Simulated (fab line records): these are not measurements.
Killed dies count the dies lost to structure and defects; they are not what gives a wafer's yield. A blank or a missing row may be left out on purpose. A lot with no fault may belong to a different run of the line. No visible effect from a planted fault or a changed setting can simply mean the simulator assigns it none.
fab line records	flow n5Finfet
[record] lots = 11	wafers = 33	lastDay = 18
route steps=1938 shown PASS1_DEP@1831 MIM_BOT@1832 MIM_TOP_ETCH@1852
lots untouched by any fault: they come from a run of this same line in which no faults occurred
startH: start of the lot's first displayed wafer, in hours after the record's first day	waitH: hours from the lot's prior step to this one	" same as the row above	L1.1+2: a row that stands for several wafers	- no value present, or no start provided	* or withheld: withheld	< > ~ a bound
route shown NAME@n: a module of which the file shows steps, and the number in the route of the first	usual: mean/standard deviation taken from wafers without a fault	same: alike in all rows	chamber/n: place in a boat	sites: readings site by site	_std_site: how widely they spread, as a standard deviation	_edge_site: mean of outer sites minus mean of inner sites	radiusMm: for every site, how far away it sits from the centre of the wafer	mask NAME#n: copy n	behind: tool/chamber where the wafer was last shaped	hold: why the lot was held/for how many hours/how that ended	device: the transistor (n, p or np) that didn't switch	end of line: tests run on the same wafers once the route is complete	a step without rows: its recipe alone	killed: dies that structure and defects cost at the first sort, which is not the same as the wafer's yield	map: dies across one wafer; x = killed, . = not, _ = none there
set.NAME: the setting as run; set.NAME@STEP: as run at that earlier step	model.NAME: the simulator's own value behind a step, which no gauge read
one table for each step of the route and one row for each wafer, over a sample of lots
services: the hour from which a tool's chamber was out of use, counted from the record's first day as startH (under 0 if before that day), plus the number of hours and why
[[steps]]
[step N5_PASSIVATION_PECVD_00]
[recipe] material = SiO2	targetThkA = 2000	tempC = 400	precursor = SiH4/N2O	pressureTorr = 2.7	rfW = 608	timeS = 11.2
[usual] heaterPowerW = 678/72	showerheadPlenumPTorr = 8.20/0.1	throttleValvePct = 50.3/2.1
lot.wafer	tool	chamber	startH	waitH	heaterPowerW	showerheadPlenumPTorr	throttleValvePct
L999.3	pecvd-03	1	282.91	0.5	639	7.94	50.2
L999.5	"	1	"	"	656	7.97	50.5
L999.6	"	2	"	"	605	8.15	48.4
L104.1	pecvd-01	1	316.29	0.8	709	8.17	54.2
L104.3	"	0	"	"	620	8.25	50.1
L104.6	"	2	"	"	666	8.19	47.8
L105.4	pecvd-03	1	326.28	0.4	673	7.96	50.4
L105.5	"	0	"	"	709	8.27	49.6
L105.6	"	2	"	"	544	8.17	48.4
L106.3	pecvd-01	2	340.08	0.5	630	8.19	47.8
L106.4	"	0	"	"	604	8.26	50.7
L106.6	"	2	"	"	641	8.18	48.0
L102.2	pecvd-03	0	345.90	0.7	751	8.28	49.9
L102.3	"	1	"	"	682	7.96	50.7
L102.6	"	0	"	"	762	8.29	50.1
L112.3	pecvd-01	0	385.95	0.5	626	8.25	50.5
L112.4	"	2	"	"	697	8.18	48.0
L112.6	"	1	"	"	794	8.14	54.7
L116.2	pecvd-01	1	387.97	0.7	744	8.16	54.5
L116.4	"	1	"	"	758	8.16	54.3
L116.5	"	2	"	"	554	8.18	48.2
L115.1	pecvd-03	2	418.50	0.8	636	8.18	48.9
L115.2	"	1	"	"	611	7.95	50.4
L115.5	"	0	"	"	650	8.29	50.1
L117.3	pecvd-03	1	420.19	0.5	578	7.93	50.2
L117.4	"	2	"	"	682	8.17	48.8
L117.5	"	0	"	"	659	8.31	50.1
L118.2	pecvd-03	1	421.41	0.7	609	7.96	50.3
L118.3	"	0	"	"	626	8.27	50.0
L118.5	"	1	"	"	627	7.94	50.3
L120.2	pecvd-04	2	421.47	0.7	703	8.22	49.1
L120.3	"	1	"	"	815	8.25	52.8
L120.5	"	2	"	"	700	8.24	48.6
[step N5_MIM_BOT_DEGAS_01]
[recipe] ambient = vacuum	tempC = 300	timeS = 60
[usual] heaterPowerW = 455/40
lot.wafer	tool	chamber	startH	waitH	heaterPowerW
L999.3	pvdSputter-02	-	282.97	0.0	466
L999.5	"	-	"	"	464
L999.6	"	-	"	"	469
L104.1	pvdSputter-02	-	317.66	1.3	487
L104.3	"	-	"	"	444
L104.6	"	-	"	"	463
L105.4	pvdSputter-03	-	330.88	4.6	438
L105.5	"	-	"	"	579
L105.6	"	-	"	"	445
L106.3	pvdSputter-02	-	342.73	2.6	440
L106.4	"	-	"	"	474
L106.6	"	-	"	"	448
L102.2	pvdSputter-03	-	346.45	0.5	429
L102.3	"	-	"	"	445
L102.6	"	-	"	"	439
L112.3	pvdSputter-03	-	386.29	0.3	435
L112.4	"	-	"	"	563
L112.6	"	-	"	"	424
L116.2	pvdSputter-01	-	388.32	0.3	498
L116.4	"	-	"	"	451
L116.5	"	-	"	"	479
L115.1	pvdSputter-01	-	421.29	2.8	420
L115.2	"	-	"	"	478
L115.5	"	-	"	"	462
L117.3	pvdSputter-01	-	421.79	1.6	499
L117.4	"	-	"	"	432
L117.5	"	-	"	"	476
L118.2	pvdSputter-02	-	422.13	0.7	394
L118.3	"	-	"	"	448
L118.5	"	-	"	"	454
L120.2	pvdSputter-01	-	422.17	0.7	428
L120.3	"	-	"	"	503
L120.5	"	-	"	"	474
[step N5_MIM_TOP_ETCH_STRIP_01]
[recipe] chemistry = O2	powerW = 600	tempC = 60	pressureMtorr = 30	rfFrequencyHz = 6e+07	biasPowerW = 0	overashFraction = 0.5	o2FlowSccm = 225
[usual] drypumpMotorCurrentA = 5.78/0.28	oesProductAu = 0.77/0.071	rfVppV = 3.5/1.5	showerheadPlenumPTorr = 2.12/0.071	tempC = 59.99/0.12	throttleValvePct = 16.64/0.24
lot.wafer	tool	chamber	startH	waitH	drypumpMotorCurrentA	oesProductAu	rfHoursCounterH	rfVppV	showerheadPlenumPTorr	tempC	throttleValvePct
L999.3	rieDiel-03	0	284.53	0.1	5.60	0.85	75	2.8	2.14	60.05	16.63
L999.5	"	1	"	"	6.33	0.70	-	2.6	2.18	59.96	16.48
L999.6	"	0	"	"	5.64	0.87	-	4.9	2.14	60.09	16.62
L104.1	rieDiel-03	2	321.67	0.1	5.69	0.84	98	4.4	2.21	64.33	16.37
L104.3	"	3	"	"	5.45	0.74	164	2.9	2.01	64.24	16.82
L104.6	"	3	"	"	5.48	0.75	-	3.9	2.01	64.33	16.82
L105.4	rieDiel-03	2	332.82	0.2	5.71	0.86	101	3.9	2.21	64.48	16.38
L105.5	"	1	"	"	6.36	0.69	-	4.9	2.17	64.18	16.54
L105.6	"	2	"	"	5.72	0.84	-	3.6	2.20	64.26	16.38
L106.3	rieDiel-05	1	344.53	0.1	5.90	1.02	0	2.4	2.17	60.05	16.59
L106.4	"	2	"	"	6.04	0.67	248	1.4	1.97	60.13	16.99
L106.6	"	3	"	"	5.64	0.82	-	5.0	2.11	59.95	16.52
L102.2	rieDiel-06	3	349.11	0.1	5.85	0.81	96	2.8	2.02	60.20	16.31
L102.3	"	1	"	"	5.41	0.73	194	5.6	2.18	59.87	16.83
L102.6	"	0	"	"	6.09	0.67	-	3.7	2.05	60.03	16.76
L112.3	rieDiel-06	2	388.30	0.1	5.85	0.70	215	3.3	2.08	60.10	16.97
L112.4	"	2	"	"	5.84	0.70	-	2.9	2.08	60.18	16.95
L112.6	"	3	"	"	5.88	0.79	-	5.3	2.01	60.03	16.28
L116.2	rieDiel-06	1	392.14	0.1	5.41	0.73	208	2.3	2.17	59.88	16.92
L116.4	"	3	"	"	5.89	0.79	-	6.8	2.01	60.16	16.30
L116.5	"	1	"	"	5.42	0.72	-	3.6	2.17	60.28	16.86
L115.1	rieDiel-05	3	423.27	0.1	5.65	0.80	90	3.8	2.10	59.94	16.61
L115.2	"	0	"	"	5.61	0.82	77	2.3	2.11	59.87	16.21
L115.5	"	2	"	"	6.04	0.90	-	4.9	2.22	59.90	16.60
L117.3	rieDiel-03	2	423.95	0.1	5.69	0.81	128	2.5	2.20	60.07	16.43
L117.4	"	0	"	"	5.62	0.80	116	7.5	2.13	60.15	16.72
L117.5	"	3	"	"	5.45	0.75	-	3.8	2.00	60.02	16.91
L118.2	rieDiel-03	3	424.89	0.1	5.50	0.73	194	2.1	2.00	60.01	16.88
L118.3	"	0	"	"	5.59	0.80	116	3.4	2.13	59.89	16.70
L118.5	"	3	"	"	5.47	0.74	-	3.0	2.00	59.84	16.93
L120.2	rieDiel-05	0	425.43	0.2	5.60	0.83	78	4.4	2.11	60.11	16.19
L120.3	"	2	"	"	6.08	0.90	16	3.2	2.22	60.06	16.56
L120.5	"	0	"	"	5.62	0.83	-	5.4	2.11	60.16	16.21
[step N5_MIM_TOP_ETCH_PECVD_03]
[recipe] material = SiNx	targetThkA = 200	tempC = 400	precursor = SiH4/NH3/N2	pressureTorr = 1.5	rfW = 300	timeS = 17.6
[usual] heaterPowerW = 755/78	showerheadPlenumPTorr = 5.15/0.088	throttleValvePct = 38.7/1.5
lot.wafer	tool	chamber	startH	waitH	heaterPowerW	showerheadPlenumPTorr	throttleValvePct
L999.3	pecvd-04	0	284.60	-	798	5.25	37.7
L999.5	"	1	"	"	899	5.19	41.0
L999.6	"	2	"	"	791	5.18	37.4
L104.1	pecvd-02	1	321.73	-	638	5.04	39.6
L104.3	"	0	"	"	623	5.10	41.8
L104.6	"	0	"	"	613	5.11	41.8
L105.4	pecvd-03	2	332.91	-	773	5.14	37.8
L105.5	"	0	"	"	867	5.20	38.7
L105.6	"	1	"	"	744	4.99	39.2
L106.3	pecvd-04	0	344.59	-	772	5.26	38.1
L106.4	"	2	"	"	741	5.19	37.6
L106.6	"	0	"	"	780	5.26	38.1
L102.2	pecvd-03	2	349.17	-	677	5.15	38.0
L102.3	"	1	"	"	782	5.00	39.2
L102.6	"	0	"	"	794	5.22	38.9
L112.3	pecvd-03	1	388.36	-	684	5.00	39.0
L112.4	"	1	"	"	679	5.00	39.0
L112.6	"	2	"	"	757	5.14	37.6
L116.2	pecvd-04	0	392.20	-	766	5.25	37.7
L116.4	"	2	"	"	827	5.18	37.8
L116.5	"	1	"	"	828	5.18	41.1
L115.1	pecvd-03	0	423.34	-	734	5.21	38.6
L115.2	"	1	"	"	689	4.99	39.2
L115.5	"	2	"	"	717	5.15	37.8
L117.3	pecvd-03	0	424.01	-	888	5.22	38.6
L117.4	"	0	"	"	877	5.23	38.9
L117.5	"	2	"	"	677	5.13	38.1
L118.2	pecvd-03	0	424.95	-	771	5.22	38.9
L118.3	"	2	"	"	774	5.14	37.9
L118.5	"	2	"	"	782	5.14	38.0
L120.2	pecvd-04	2	425.49	-	720	5.18	38.1
L120.3	"	0	"	"	740	5.28	37.7
L120.5	"	2	"	"	711	5.19	37.8
[[services]]
tool	chamber	startH	hours	kind
rieDiel-03	1	264.32	8.9	repair
pecvd-03	0	264.70	12.5	repair
pecvd-04	-	264.72	2.1	repair
rieDiel-05	-	264.84	14.6	pm
pvdSputter-01	-	272.12	7.8	repair
pecvd-03	0	286.79	6.2	repair
pecvd-03	1	289.53	4.4	repair
rieDiel-06	3	291.33	1.9	repair
rieDiel-05	1	312.03	4.2	repair
pecvd-01	0	318.38	5.5	scheduledDown
rieDiel-05	1	326.87	-	clean
rieDiel-05	1	326.87	-	consumableReplace:focusRing
rieDiel-05	1	326.87	16.5	scheduledDown
rieDiel-05	1	326.87	16.5	ventCycle
rieDiel-05	-	329.63	7.5	repair
pvdSputter-01	-	353.12	1.8	repair
rieDiel-05	2	353.78	-	clean
rieDiel-05	2	353.78	-	consumableReplace:focusRing
rieDiel-05	2	353.78	-	consumableReplace:showerhead
rieDiel-05	3	365.69	3.9	repair
rieDiel-06	0	369.06	18.3	repair
pecvd-02	-	385.94	0.4	repair
pvdSputter-03	-	400.63	1.9	repair
rieDiel-06	0	414.97	6.0	repair
[[key]]
[firstSign] step = N5_MIM_TOP_ETCH_STRIP_01	reading = tempC	direction = up	sigmas = 37	usual = *	struck = *
effect none on later readings
metAt N5_MIM_TOP_ETCH_STRIP_01
struckLots L104,L105
notActingAt N5_PASSIVATION_PECVD_00,N5_MIM_BOT_DEGAS_01,N5_MIM_TOP_ETCH_PECVD_03
onsetBetween 284.53 321.67
[fault] kind = processParameterDrift	tool = rieDiel-03	chamber = -	onsetH = 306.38	steps = N5_MIM_TOP_ETCH_STRIP_01	channel = tempC	offset = *	shape = step	endH = 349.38	actsIn = *	stated = *
